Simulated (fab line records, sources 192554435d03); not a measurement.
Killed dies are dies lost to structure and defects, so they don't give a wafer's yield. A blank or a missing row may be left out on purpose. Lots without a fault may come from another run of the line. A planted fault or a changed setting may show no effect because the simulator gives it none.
fab line records | flow n5_finfet | part 1 of 2: steps 1 to 21 of 27
record lots=5 wafers=15 last_day=18
route steps=1938 shown BEOL_M2@859
lots that met no fault: from a run of the same line without faults
start_h: hours from the record's first day to the start of the lot's first wafer shown | wait_h: hours since the lot's step before | " the same as in the row above | L1.1+2: a row that stands for several wafers | - no value, or no start given | * or withheld: withheld | < > ~ a bound
route shown NAME@n: a module of which the file shows steps, and the number in the route of the first | usual: mean/standard deviation of fault-free wafers | same: alike in all rows | chamber/n: place in a boat | sites: the reading at each site | _std_site: their standard deviation | _edge_site: outer sites' mean less inner sites' | radius_mm: how far each site lies from the wafer's centre | mask NAME#n: copy n | behind: the tool/chamber that last shaped the wafer | hold: why the lot was held/for how many hours/how that ended | device: the transistor (n, p or np) that didn't switch | end of line: the same wafers' tests at the end of the route | a step without rows: its recipe alone | killed: dies lost to structure and defects at the first sort, not the wafer's yield | map: a wafer's dies, x killed, . not, _ none there
set.NAME: the setting as run; set.NAME@STEP: as run at that earlier step | model.NAME: the simulator's own value behind a step, which no gauge read
lots at some steps of the route; a table a step, a row a wafer
services: from which hour (start_h, from the record's first day; less than 0 if before it) a tool's chamber was out of use, for how many hours, and why
## steps
# step N5_BEOL_M2_ETCH_63
# recipe chemistry=CF4 target=SiARC target_depth_a=156 mask_material=CAR-EUV time_s=26 ion_energy_ev=80 pressure_mtorr=40 source_w=545 bias_w=36 Ar_flow_sccm=100 cf4_flow_sccm=100 ends=cleared
# usual drypump_motor_current_A=6.0/0.36 etch_rf_on_time_s=26.1/0.37 oes_product_au=0.68/0.073 rf_vpp_V=184.0/1.1 showerhead_plenum_p_Torr=2.14/0.051 throttle_valve_pct=15.70/0.28
# columns lot.wafer tool chamber start_h wait_h drypump_motor_current_A etch_rf_on_time_s oes_product_au rf_hours_counter_h rf_vpp_V showerhead_plenum_p_Torr throttle_valve_pct
L081.1 rie_diel-05 3 174.92 0.0 6.2 26.4 0.61 208 183.8 2.21 16.03
L081.2 " 0 " " 6.1 26.4 0.72 71 182.9 2.08 15.27
L081.5 " 2 " " 6.3 25.7 0.70 - 182.0 2.09 15.38
L085.1 rie_diel-03 3 205.55 0.0 6.3 25.9 0.68 117 185.8 2.15 15.50
L085.5 " 0 " " 5.8 25.5 0.73 - 184.1 2.17 15.81
L085.6 " 3 " " 6.3 26.0 0.69 - 186.3 2.15 15.49
L089.4 rie_diel-03 3 218.28 0.0 6.3 26.0 0.68 122 184.5 2.15 15.51
L089.5 " 3 " " 6.3 26.2 0.67 - 183.7 2.15 15.51
L089.6 " 0 " " 5.7 25.9 0.71 - 184.5 2.17 15.82
L097.1 rie_diel-05 0 272.85 0.0 6.0 26.3 0.68 105 183.4 2.07 15.35
L097.4 " 1 " " 6.2 26.0 0.74 25 182.7 2.09 15.55
L097.6 " 1 " " 6.2 26.1 0.74 - 181.5 2.09 15.56
L096.2 rie_diel-03 1 276.80 0.0 6.5 26.0 0.73 48 183.8 2.09 15.76
L096.4 " 2 " " 5.4 25.9 0.83 3 184.6 2.19 15.73
L096.6 " 3 " " 6.3 26.1 0.66 - 183.8 2.14 15.55
# step N5_BEOL_M2_ETCH_64
# recipe chemistry=N2/H2 target=SOC target_depth_a=750 overetch_a=225 mask_material=SiARC temp_c=40 time_s=121.9 ion_energy_ev=200 pressure_mtorr=30 source_w=840 bias_w=150 n2_flow_sccm=200 h2_flow_sccm=200
# usual drypump_motor_current_A=6.0/0.36 oes_product_au=0.60/0.062 rf_vpp_V=523.9/1.9 showerhead_plenum_p_Torr=2.55/0.062 throttle_valve_pct=17.94/0.27
# columns lot.wafer tool chamber start_h wait_h drypump_motor_current_A oes_product_au rf_hours_counter_h rf_vpp_V showerhead_plenum_p_Torr throttle_valve_pct
L081.1 rie_diel-05 3 174.95 0.0 6.2 0.54 208 527.2 2.63 18.27
L081.2 " 0 " " 6.1 0.64 71 521.7 2.47 17.64
L081.5 " 2 " " 6.3 0.61 - 520.0 2.47 17.58
L085.1 rie_diel-03 3 205.58 0.0 6.3 0.60 117 525.7 2.56 17.69
L085.5 " 0 " " 5.7 0.63 - 524.6 2.57 18.06
L085.6 " 3 " " 6.3 0.61 - 523.9 2.56 17.69
L089.4 rie_diel-03 3 218.31 0.0 6.3 0.60 122 524.6 2.56 17.70
L089.5 " 3 " " 6.4 0.61 - 524.9 2.55 17.69
L089.6 " 0 " " 5.8 0.63 - 526.5 2.57 18.07
L097.1 rie_diel-05 0 272.88 0.0 6.0 0.61 105 521.9 2.46 17.69
L097.4 " 1 " " 6.2 0.66 25 522.5 2.49 17.80
L097.6 " 1 " " 6.2 0.66 - 522.4 2.49 17.79
L096.2 rie_diel-03 1 276.83 0.0 6.5 0.64 48 522.7 2.49 18.00
L096.4 " 2 " " 5.5 0.73 3 526.0 2.61 18.04
L096.6 " 3 " " 6.4 0.59 - 524.2 2.54 17.72
# step N5_BEOL_M2_STRIP_65
# recipe chemistry=N2/H2 temp_c=40 n2_flow_sccm=200 h2_flow_sccm=200 rf_frequency_hz=6e+07
# columns lot.wafer tool chamber start_h wait_h
L081.1+2+5 rie_diel-05 3,0,2 175.07 0.1
L085.1+5+6 rie_diel-03 3,0,3 205.69 0.1
L089.4+5+6 rie_diel-03 3,3,0 218.42 0.1
L097.1+4+6 rie_diel-05 0,1,1 272.99 0.1
L096.2+4+6 rie_diel-03 1,2,3 276.95 0.1
# step N5_BEOL_M2_STRIP_75
# recipe chemistry=N2/H2 temp_c=40 n2_flow_sccm=200 h2_flow_sccm=200 rf_frequency_hz=6e+07
# columns lot.wafer tool chamber start_h wait_h
L081.1+2+5 rie_diel-05 3,0,2 175.08 0.0
L085.1+5+6 rie_diel-03 3,0,3 205.70 0.0
L089.4+5+6 rie_diel-03 3,3,0 218.43 0.0
L097.1+4+6 rie_diel-05 0,1,1 273.00 0.0
L096.2+4+6 rie_diel-03 1,2,3 276.96 0.0
# step N5_BEOL_M2_STRIP_66
# recipe chemistry=CF4 resist=SiARC power_w=300 bias_power_w=75 pressure_mtorr=50 cf4_flow_sccm=150 rf_frequency_hz=6e+07
# usual drypump_motor_current_A=6.0/0.36 oes_product_au=0.79/0.08 rf_vpp_V=271.2/1.3 showerhead_plenum_p_Torr=1.80/0.043 throttle_valve_pct=13.67/0.3
# columns lot.wafer tool chamber start_h wait_h drypump_motor_current_A oes_product_au rf_hours_counter_h rf_vpp_V showerhead_plenum_p_Torr throttle_valve_pct
L081.1 rie_diel-05 3 175.09 0.0 6.2 0.70 208 270.3 1.85 14.01
L081.2 " 0 " " 6.1 0.82 71 269.3 1.74 13.23
L081.5 " 2 " " 6.3 0.79 - 270.4 1.75 13.35
L085.1 rie_diel-03 3 205.71 0.0 6.3 0.78 117 270.9 1.80 13.44
L085.5 " 0 " " 5.7 0.83 - 271.6 1.83 13.75
L085.6 " 3 " " 6.3 0.79 - 272.3 1.80 13.46
L089.4 rie_diel-03 3 218.44 0.0 6.3 0.78 122 271.2 1.80 13.47
L089.5 " 3 " " 6.3 0.78 - 270.0 1.80 13.48
L089.6 " 0 " " 5.8 0.83 - 271.8 1.82 13.78
L097.1 rie_diel-05 0 273.01 0.0 6.0 0.79 105 269.4 1.73 13.32
L097.4 " 1 " " 6.2 0.86 25 270.2 1.75 13.50
L097.6 " 1 " " 6.2 0.86 - 272.2 1.75 13.46
L096.2 rie_diel-03 1 276.97 0.0 6.5 0.85 48 269.2 1.75 13.69
L096.4 " 2 " " 5.5 0.95 3 271.1 1.84 13.67
L096.6 " 3 " " 6.3 0.77 - 270.8 1.79 13.52
# step N5_BEOL_M2_HM_OPEN_17
# recipe chemistry=Cl2/BCl3 target_depth_a=200 overetch_a=60 target=TiN mask_material=SOC ion_energy_ev=150 pressure_mtorr=10 icp_w=1000 bias_w=126 Cl2_flow_sccm=53.25 bcl3_flow_sccm=21.75 Ar_flow_sccm=25
# usual drypump_motor_current_A=5.7/0.45 oes_product_au=0.69/0.069 throttle_valve_pct=22.22/0.23
# columns lot.wafer tool chamber start_h wait_h drypump_motor_current_A oes_product_au rf_hours_counter_h throttle_valve_pct
L081.1 rie_metal-02 1 175.13 0.0 6.4 0.70 21 21.95
L081.2 " 0 " " 5.2 0.73 17 21.96
L081.5 " 0 " " 5.1 0.73 - 21.96
L085.1 rie_metal-02 0 205.75 0.0 5.1 0.72 20 21.97
L085.5 " 1 " " 6.3 0.70 - 21.97
L085.6 " 0 " " 5.1 0.72 - 21.96
L089.4 rie_metal-02 0 218.51 0.1 5.2 0.72 - 21.97
L089.5 " 1 " " 6.3 0.69 - 21.95
L089.6 " 0 " " 5.2 0.72 - 21.95
L097.1 rie_metal-03 1 273.05 0.0 6.0 0.69 33 22.52
L097.4 " 1 " " 6.0 0.68 - 22.51
L097.6 " 0 " " 5.5 0.61 - 22.35
L096.2 rie_metal-03 1 277.01 0.0 6.0 0.68 33 22.48
L096.4 " 1 " " 6.0 0.69 - 22.51
L096.6 " 1 " " 6.0 0.69 - 22.50
# step N5_BEOL_M2_STRIP_19
# recipe chemistry=O2 power_w=400 temp_c=40 pressure_mtorr=30 rf_frequency_hz=6e+07 bias_power_w=0 overash_fraction=0.2 o2_flow_sccm=225
# usual drypump_motor_current_A=6.0/0.37 oes_product_au=0.81/0.097 rf_vpp_V=3.6/0.53 showerhead_plenum_p_Torr=2.10/0.062 throttle_valve_pct=16.68/0.29
# columns lot.wafer tool chamber start_h wait_h drypump_motor_current_A oes_product_au rf_hours_counter_h rf_vpp_V showerhead_plenum_p_Torr throttle_valve_pct
L081.1 rie_diel-04 2 175.24 0.1 5.3 0.99 1 4.0 2.05 16.18
L081.2 " 1 " " 6.0 0.70 188 4.1 2.09 16.71
L081.5 " 1 " " 6.0 0.71 - 3.3 2.09 16.71
L085.1 rie_diel-04 1 206.33 0.6 6.0 0.70 202 4.2 2.08 16.74
L085.5 " 3 " " 6.3 0.97 - 3.7 2.25 16.69
L085.6 " 0 " " 5.4 0.97 - 3.8 2.15 16.31
L089.4 rie_diel-05 2 218.59 0.1 6.3 0.79 98 2.9 2.03 16.44
L089.5 " 3 " " 6.2 0.69 - 2.9 2.16 17.08
L089.6 " 0 " " 6.0 0.83 - 3.5 2.03 16.37
L097.1 rie_diel-05 0 273.21 0.1 6.0 0.80 106 3.5 2.02 16.41
L097.4 " 2 " " 6.3 0.76 116 2.8 2.02 16.46
L097.6 " 1 " " 6.2 0.88 - 3.2 2.06 16.69
L096.2 rie_diel-04 2 277.12 0.1 5.3 0.89 39 3.3 2.03 16.26
L096.4 " 1 " " 6.0 0.67 228 3.7 2.07 16.78
L096.6 " 2 " " 5.3 0.88 - 4.4 2.03 16.26
# step N5_BEOL_M2_CD_MEAS_18
# recipe pitch_nm=36 target_cd_nm=18
# usual cd_nm=18.0/0.31
# columns lot.wafer tool chamber start_h wait_h cd_nm
L081.1 cd_sem-03 - 175.31 0.0 18.1
L081.2 " - " " 18.1
L081.5 " - " " 18.0
L085.1 cd_sem-01 - 206.40 0.0 17.6
L085.5 " - " " 17.8
L085.6 " - " " 18.1
L089.4 cd_sem-02 - 218.67 0.1 18.2
L089.5 " - " " 18.3
L089.6 " - " " 18.0
L097.1 cd_sem-01 - 273.28 0.0 18.2
L097.4 " - " " 18.2
L097.6 " - " " 18.7
L096.2 cd_sem-01 - 277.19 0.1 17.7
L096.4 " - " " 17.8
L096.6 " - " " 17.9
# step N5_BEOL_M2_COAT_67
# recipe resist=SOC temp_c=250 time_s=60 spin_rpm=1500 resist_thk_nm=60
# usual exhaust_pa=45.0/0.88
# columns lot.wafer tool chamber start_h wait_h exhaust_pa
L081.1 litho_track-05 0 175.34 0.0 44.5
L081.2 " 0 " " 45.8
L081.5 " 0 " " 44.5
L085.1 litho_track-03 0 206.44 0.0 45.9
L085.5 " 0 " " 45.3
L085.6 " 0 " " 45.3
L089.4 litho_track-05 0 218.70 0.0 45.1
L089.5 " 0 " " 46.2
L089.6 " 0 " " 44.4
L097.1 litho_track-05 0 273.32 0.0 45.6
L097.4 " 0 " " 46.5
L097.6 " 0 " " 45.6
L096.2 litho_track-03 0 277.22 0.0 44.9
L096.4 " 0 " " 44.3
L096.6 " 0 " " 44.6
# step N5_BEOL_M2_COAT_68
# recipe resist=SiARC temp_c=220 time_s=60 spin_rpm=1500 resist_thk_nm=12
# usual exhaust_pa=44.8/0.9
# columns lot.wafer tool chamber start_h wait_h exhaust_pa
L081.1 litho_track-05 0 - - 44.9
L081.2 " 0 " " 44.9
L081.5 " 0 " " 46.1
L085.1 litho_track-03 0 - - 43.4
L085.5 " 0 " " 44.8
L085.6 " 0 " " 45.2
L089.4 litho_track-05 0 - - 44.7
L089.5 " 0 " " 44.4
L089.6 " 0 " " 46.8
L097.1 litho_track-05 0 - - 44.8
L097.4 " 0 " " 44.4
L097.6 " 0 " " 44.7
L096.2 litho_track-03 0 - - 44.5
L096.4 " 0 " " 44.7
L096.6 " 0 " " 44.9
# step N5_BEOL_M2_COAT_76
# recipe resist=underlayer temp_c=205 time_s=60 spin_rpm=1500 resist_thk_nm=5
# usual exhaust_pa=44.8/0.9
# columns lot.wafer tool chamber start_h wait_h exhaust_pa
L081.1 litho_track-05 0 - - 47.3
L081.2 " 0 " " 44.6
L081.5 " 0 " " 44.7
L085.1 litho_track-03 0 - - 45.2
L085.5 " 0 " " 44.3
L085.6 " 0 " " 44.6
L089.4 litho_track-05 0 - - 44.0
L089.5 " 0 " " 44.5
L089.6 " 0 " " 44.7
L097.1 litho_track-05 0 - - 45.7
L097.4 " 0 " " 45.4
L097.6 " 0 " " 45.5
L096.2 litho_track-03 0 - - 45.5
L096.4 " 0 " " 44.4
L096.6 " 0 " " 45.1
# step N5_BEOL_M2_COAT_22
# recipe resist=CAR-EUV spin_rpm=1500 resist_thk_nm=30
# usual exhaust_pa=45.0/0.85
# columns lot.wafer tool chamber start_h wait_h exhaust_pa
L081.1 litho_track-05 0 - - 45.4
L081.2 " 0 " " 44.4
L081.5 " 0 " " 44.9
L085.1 litho_track-03 0 - - 44.7
L085.5 " 0 " " 44.0
L085.6 " 0 " " 45.7
L089.4 litho_track-05 0 - - 45.7
L089.5 " 0 " " 45.3
L089.6 " 0 " " 45.3
L097.1 litho_track-05 0 - - 44.8
L097.4 " 0 " " 45.4
L097.6 " 0 " " 45.6
L096.2 litho_track-03 0 - - 42.8
L096.4 " 0 " " 44.2
L096.6 " 0 " " 44.9
# step N5_BEOL_M2_EBR_24
# recipe solvent=PGMEA ebr_width_mm=1.5
# usual exhaust_pa=44.8/0.73
# columns lot.wafer tool chamber start_h wait_h exhaust_pa
L081.1 litho_track-05 0 - - 44.5
L081.2 " 0 " " 43.4
L081.5 " 0 " " 44.1
L085.1 litho_track-03 0 - - 45.6
L085.5 " 0 " " 45.0
L085.6 " 0 " " 43.7
L089.4 litho_track-05 0 - - 45.4
L089.5 " 0 " " 44.7
L089.6 " 0 " " 45.1
L097.1 litho_track-05 0 - - 45.7
L097.4 " 0 " " 46.1
L097.6 " 0 " " 45.6
L096.2 litho_track-03 0 - - 44.5
L096.4 " 0 " " 44.1
L096.6 " 0 " " 44.6
# step N5_BEOL_M2_SOFTBAKE_23
# recipe temp_c=110 time_s=60 resist=CAR-EUV
# usual exhaust_pa=44.9/0.94
# columns lot.wafer tool chamber start_h wait_h exhaust_pa
L081.1 litho_track-05 0 - - 45.3
L081.2 " 0 " " 44.8
L081.5 " 0 " " 44.5
L085.1 litho_track-03 0 - - 45.7
L085.5 " 0 " " 47.2
L085.6 " 0 " " 45.4
L089.4 litho_track-05 0 - - 44.9
L089.5 " 0 " " 43.6
L089.6 " 0 " " 44.5
L097.1 litho_track-05 0 - - 43.9
L097.4 " 0 " " 45.2
L097.6 " 0 " " 45.0
L096.2 litho_track-03 0 - - 44.5
L096.4 " 0 " " 44.6
L096.6 " 0 " " 45.4
# step N5_BEOL_M2_EXPOSE_25
# recipe mask_id=V1 na=0.33 source_shape=quasar sigma_inner=0.2 sigma_outer=0.8 polarization=unpolarized defocus_nm=5 dose_mj=63
# columns lot.wafer tool chamber start_h wait_h mask
L081.1+2+5 euv_scanner-01 0 175.48 - V1#0
L085.1+5+6 euv_scanner-01 0 206.71 - V1#0
L089.4+5+6 euv_scanner-02 0 218.89 - V1#0
L097.1+4+6 euv_scanner-02 0 273.58 - V1#0
L096.2+4+6 euv_scanner-02 0 277.41 - V1#0
# step N5_BEOL_M2_PEB_26
# recipe peb_temp_c=100 peb_time_s=60 resist=CAR-EUV
# usual exhaust_pa=45.1/0.89
# columns lot.wafer tool chamber start_h wait_h exhaust_pa
L081.1 litho_track-03 0 175.56 0.1 46.6
L081.2 " 0 " " 45.7
L081.5 " 0 " " 44.8
L085.1 litho_track-05 0 206.78 0.1 46.3
L085.5 " 0 " " 45.8
L085.6 " 0 " " 44.9
L089.4 litho_track-04 0 218.94 0.0 43.9
L089.5 " 0 " " 44.2
L089.6 " 0 " " 44.5
L097.1 litho_track-05 0 273.66 0.1 45.9
L097.4 " 0 " " 44.4
L097.6 " 0 " " 45.0
L096.2 litho_track-05 0 277.48 0.1 43.9
L096.4 " 0 " " 44.8
L096.6 " 0 " " 44.8
# step N5_BEOL_M2_DEVELOP_27
# recipe develop_time_s=30 developer=TMAH resist=CAR-EUV rinse_liquid=surfactant_rinse dry=air_spin dev_temp_c=23
# usual exhaust_pa=45.0/0.91
# columns lot.wafer tool chamber start_h wait_h exhaust_pa
L081.1 litho_track-03 0 - - 45.2
L081.2 " 0 " " 45.1
L081.5 " 0 " " 44.8
L085.1 litho_track-05 0 - - 45.8
L085.5 " 0 " " 44.1
L085.6 " 0 " " 45.5
L089.4 litho_track-04 0 - - 45.1
L089.5 " 0 " " 44.9
L089.6 " 0 " " 44.7
L097.1 litho_track-05 0 - - 44.5
L097.4 " 0 " " 43.9
L097.6 " 0 " " 44.6
L096.2 litho_track-05 0 - - 44.9
L096.4 " 0 " " 46.0
L096.6 " 0 " " 44.6
# step N5_BEOL_M2_CD_MEAS_28
# recipe target_cd_nm=26.2 landing_energy_ev=500 detector=se_inlens target_cd_y_nm=24.1 polarity=opening
# usual cd_nm=26.16/0.21
# columns lot.wafer tool chamber start_h wait_h cd_nm
L081.1 cd_sem-02 0 175.63 - 26.34
L081.2 " 0 " " 26.40
L081.5 " 0 " " 25.99
L085.1 cd_sem-02 0 206.85 - 25.98
L085.5 " 0 " " 26.43
L085.6 " 0 " " 26.06
L089.4 cd_sem-03 0 219.01 - 26.33
L089.5 " 0 " " 26.47
L089.6 " 0 " " 26.12
L097.1 cd_sem-02 0 273.73 - 26.34
L097.4 " 0 " " 25.98
L097.6 " 0 " " 25.90
L096.2 cd_sem-02 0 277.55 - 26.30
L096.4 " 0 " " 26.51
L096.6 " 0 " " 26.18
# step N5_BEOL_M2_OVL_MEAS_29
# recipe points_per_wafer=522
# usual V1_OVL=0.0/0.79
# columns lot.wafer tool chamber start_h wait_h V1_OVL[nm]
L081.1 overlay-02 0 175.66 0.0 1.9
L081.2 " 0 " " -0.5
L081.5 " 0 " " 1.5
L085.1 overlay-01 0 206.88 0.0 -0.7
L085.5 " 0 " " -1.3
L085.6 " 0 " " 1.4
L089.4 overlay-01 0 219.05 0.0 1.2
L089.5 " 0 " " 0.2
L089.6 " 0 " " 0.8
L097.1 overlay-02 0 273.76 0.0 0.0
L097.4 " 0 " " -0.2
L097.6 " 0 " " 0.8
L096.2 overlay-02 0 277.58 0.0 0.2
L096.4 " 0 " " -0.1
L096.6 " 0 " " 0.8
# step N5_BEOL_M2_INSPECT_30
# recipe mode=adi inspect_instrument=brightfield
# usual raw_defect_count=394/89
# columns lot.wafer tool chamber start_h wait_h raw_defect_count
L081.1 defect_inspect-01 - 175.71 0.1 362
L081.2 " - " " 425
L081.5 " - " " 312
L085.1 defect_inspect-02 - 206.94 0.1 298
L085.5 " - " " 375
L085.6 " - " " 592
L089.4 defect_inspect-02 - 219.10 0.0 529
L089.5 " - " " 593
L089.6 " - " " 409
L097.1 defect_inspect-01 - 273.82 0.1 452
L097.4 " - " " 495
L097.6 " - " " 556
L096.2 defect_inspect-01 - 277.64 0.0 493
L096.4 " - " " 469
L096.6 " - " " 417
# step N5_BEOL_M2_DESCUM_33
# recipe chemistry=O2 time_s=7 source_power_w=50 bias_power_w=20 pressure_mtorr=20 rf_frequency_hz=2.712e+07 temp_c=40 resist=CAR-EUV o2_flow_sccm=225
# usual drypump_motor_current_A=6.1/0.35 oes_product_au=0.79/0.091 rf_vpp_V=242.9/1.2 showerhead_plenum_p_Torr=2.08/0.053 throttle_valve_pct=20.46/0.28
# columns lot.wafer tool chamber start_h wait_h drypump_motor_current_A oes_product_au rf_hours_counter_h rf_vpp_V showerhead_plenum_p_Torr throttle_valve_pct
L081.1 rie_diel-03 1 175.76 0.0 6.5 0.94 9 243.6 2.05 20.60
L081.2 " 2 " " 5.4 0.69 226 243.3 2.14 20.88
L081.5 " 1 " " 6.5 0.94 - 242.9 2.05 20.59
L085.1 rie_diel-05 2 206.98 0.0 6.3 0.79 93 241.0 2.03 20.17
L085.5 " 2 " " 6.3 0.79 - 243.0 2.02 20.18
L085.6 " 1 " " 6.2 0.94 - 242.8 2.06 20.46
L089.4 rie_diel-03 0 219.17 0.1 5.8 0.84 81 244.0 2.11 20.65
L089.5 " 3 " " 6.3 0.80 - 245.2 2.10 20.33
L089.6 " 2 " " 5.5 0.68 - 243.9 2.14 20.91
L097.1 rie_diel-05 3 273.85 0.0 6.2 0.69 242 244.0 2.15 20.82
L097.4 " 2 " " 6.3 0.77 116 242.5 2.02 20.19
L097.6 " 3 " " 6.2 0.68 - 244.5 2.15 20.86
L096.2 rie_diel-03 1 277.93 0.3 6.5 0.85 49 242.1 2.04 20.65
L096.4 " 0 " " 5.7 0.81 106 243.1 2.10 20.70
L096.6 " 0 " " 5.7 0.80 - 244.6 2.10 20.70
